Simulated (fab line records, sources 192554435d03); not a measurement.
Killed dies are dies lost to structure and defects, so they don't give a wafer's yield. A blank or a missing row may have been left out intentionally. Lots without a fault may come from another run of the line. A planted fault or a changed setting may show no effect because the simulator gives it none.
Chamber matching / flow n5-finfet / 4 sister chambers for N5_BEOL_M4_ALD_98 on ald-sin-01
The step deposits SiO2, target thk 2.5 nm, pulse time 1 s, co reactant pulse time 1 s. 4 wafers are shown with their chamber, then 6 later ones without.

WAFERS WITH THEIR CHAMBER
wafer=L151.6; chamber=0; heater-power-w (W)=86
wafer=L150.4; chamber=3; heater-power-w (W)=88
wafer=L152.6; chamber=2; heater-power-w (W)=88
wafer=L153.1; chamber=1; heater-power-w (W)=64

WAFERS WHOSE CHAMBER IS MISSING
wafer=L153.5; heater-power-w (W)=88
wafer=L156.4; heater-power-w (W)=84
wafer=L156.5; heater-power-w (W)=86
wafer=L158.2; heater-power-w (W)=90
wafer=L158.4; heater-power-w (W)=87
wafer=L158.5; heater-power-w (W)=88

WHICH CHAMBER EACH ONE RAN IN
wafer=L153.5; from the rows above=can't be placed: 2 or 3 or 0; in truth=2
wafer=L156.4; from the rows above=can't be placed: 0 or 2 or 3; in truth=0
wafer=L156.5; from the rows above=can't be placed: 0 or 2 or 3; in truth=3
wafer=L158.2; from the rows above=can't be placed: 2 or 3 or 0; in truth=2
wafer=L158.4; from the rows above=can't be placed: 0 or 2 or 3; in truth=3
wafer=L158.5; from the rows above=can't be placed: 2 or 3 or 0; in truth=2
0 of 6 placed correctly. These rows do not allow placing 6 (true chamber among the candidates in 6). Wrongly placed: 0.
How it was worked out, from the rows above alone: a wafer's distance from a chamber is the root of the sum, over the readings, of the square of ((its reading less the chamber's mean) divided by the reading's scatter). The wafer belongs to the nearest chamber; if the next one is less than 2 further off, it can't be placed. For every chamber, the mean is computed from those of its wafers that are shown. The scatter: with one shown wafer a chamber, the root of the mean of the squares of how far each hidden wafer lies from its nearest shown one.
